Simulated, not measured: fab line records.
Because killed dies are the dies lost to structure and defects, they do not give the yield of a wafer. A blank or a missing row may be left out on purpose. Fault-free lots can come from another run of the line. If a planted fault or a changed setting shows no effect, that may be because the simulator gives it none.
Split-lot study | flow n5 finfet | 7 lots, 21 wafers read, on a route of 1938 steps

== SPLIT DETAILS ==
At N5_WELL_APT_EXPOSE_22 (exposes mask PWELL, defocus 0 nm, target cd 200 nm), the setting dose mj was moved away from the recipe's 23.2 on 10 of the 21 wafers read, by -5.9% to +4.6%. All remaining wafers had this setting at the recipe value.

== FROM THE SPLIT TO THE READING: what the file shows between them, 2 steps ==
- N5_WELL_APT_DEVELOP_24: develop time 45 s (also split here: develop time s)
- N5_WELL_APT_HARDBAKE_29: time 120 s

== THE READING ==
cd nm, in nm, at N5_WELL_APT_CD_MEAS_25 (target cd 200 nm). On this fab line, fault-free wafers typically give 199.9 nm with a standard deviation of 1.4 nm.

wafer  | tool, chamber at the split | dose mj as run | against the recipe | cd nm, nm | against lot-mates on the recipe
L074.1 | krf scanner-01, 0          | 23.73          | +2.3%              | 203.4     | +4.3
L074.3 | krf scanner-01, 0          | 23.73          | +2.3%              | 204.5     | +5.4
L074.4 | krf scanner-01, 0          | 23.2           | recipe             | 199.1     | -
L076.1 | krf scanner-01, 0          | 23.2           | recipe             | 200.1     | -
L076.3 | krf scanner-01, 0          | 21.84          | -5.9%              | 187.2     | -12.9
L076.6 | krf scanner-01, 0          | 21.84          | -5.9%              | 189.1     | -11.0
L077.1 | krf scanner-01, 0          | 23.2           | recipe             | 202.2     | -
L077.4 | krf scanner-01, 0          | 24.27          | +4.6%              | 209.0     | +6.4
L077.5 | krf scanner-01, 0          | 23.2           | recipe             | 203.0     | -
L086.1 | krf scanner-02, 0          | 23.2           | recipe             | 198.8     | -
L086.5 | krf scanner-02, 0          | 22.39          | -3.5%              | 194.7     | -4.9
L086.6 | krf scanner-02, 0          | 23.2           | recipe             | 200.3     | -
L088.1 | krf scanner-01, 0          | 21.85          | -5.8%              | 188.9     | -12.1
L088.3 | krf scanner-01, 0          | 21.85          | -5.8%              | 189.0     | -12.0
L088.6 | krf scanner-01, 0          | 23.2           | recipe             | 201.0     | -
L094.1 | krf scanner-01, 0          | 23.2           | recipe             | 201.6     | -
L094.4 | krf scanner-01, 0          | 23.2           | recipe             | 200.5     | -
L094.5 | krf scanner-01, 0          | 23.2           | recipe             | 203.0     | -
L096.1 | krf scanner-02, 0          | 23.2           | recipe             | 199.1     | -
L096.3 | krf scanner-02, 0          | 21.93          | -5.5%              | 189.8     | -9.3
L096.6 | krf scanner-02, 0          | 21.93          | -5.5%              | 189.7     | -9.4

FIT RESULTS
A straight line over all 21 wafers: cd nm changes by +1.96 nm for each +1% of dose mj; r = +0.98; the points scatter about the line by 1.3 nm.
The same after taking each lot's own level away (the mean of its wafers on the recipe; 21 wafers): +1.87 nm for each +1%; r = +0.99; scatter 1.1 nm.
That fit puts the effect of the largest move of dose mj on the reading at 11 nm.
Across the lots, their own levels run from 199.10 to 202.60 nm, a range of 2.5 times the standard deviation given above.
The two slopes agree, so the slope changes little with the lot-to-lot level.
Check: with one of the wafers moved furthest among these (-5.9%) left out of the fit, the line predicts -10.7 nm for it against its lot-mates. It came out at -12.9 nm against them.

== THESE WAFERS: OTHER SPLITS ==
Other splits were also applied to these wafers ahead of the reading. Each is held against what the fit with the lots' levels taken away leaves over:
other split on the same wafers        | wafers away from the commonest value | r with cd nm (lot level and that fit taken away)
N5_WELL_APT_COAT_02 spin rpm          | 5                                    | -0.15
N5_WELL_APT_DEVELOP_24 develop time s | 8                                    | +0.21

== THE WHOLE CHAIN: every reading that the file lists as answering this split, in the file's order ==
step                   | what it does             | reading                                                         | change (the file's fit)              | r (the file's)
N5_WELL_APT_CD_MEAS_25 | target cd 200 nm         | cd nm                                                           | +1.82 nm for each +1% of the setting | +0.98
N5_WELL_APT_DESCUM_30  | chemistry O2, time 7.9 s | WELL_APT.cd nm (the simulator's own value, which no gauge read) | +1.82 nm for each +1% of the setting | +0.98

== FILE'S OWN FIT ==
cd nm changes by +1.82 nm for each +1% of dose mj, r = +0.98.
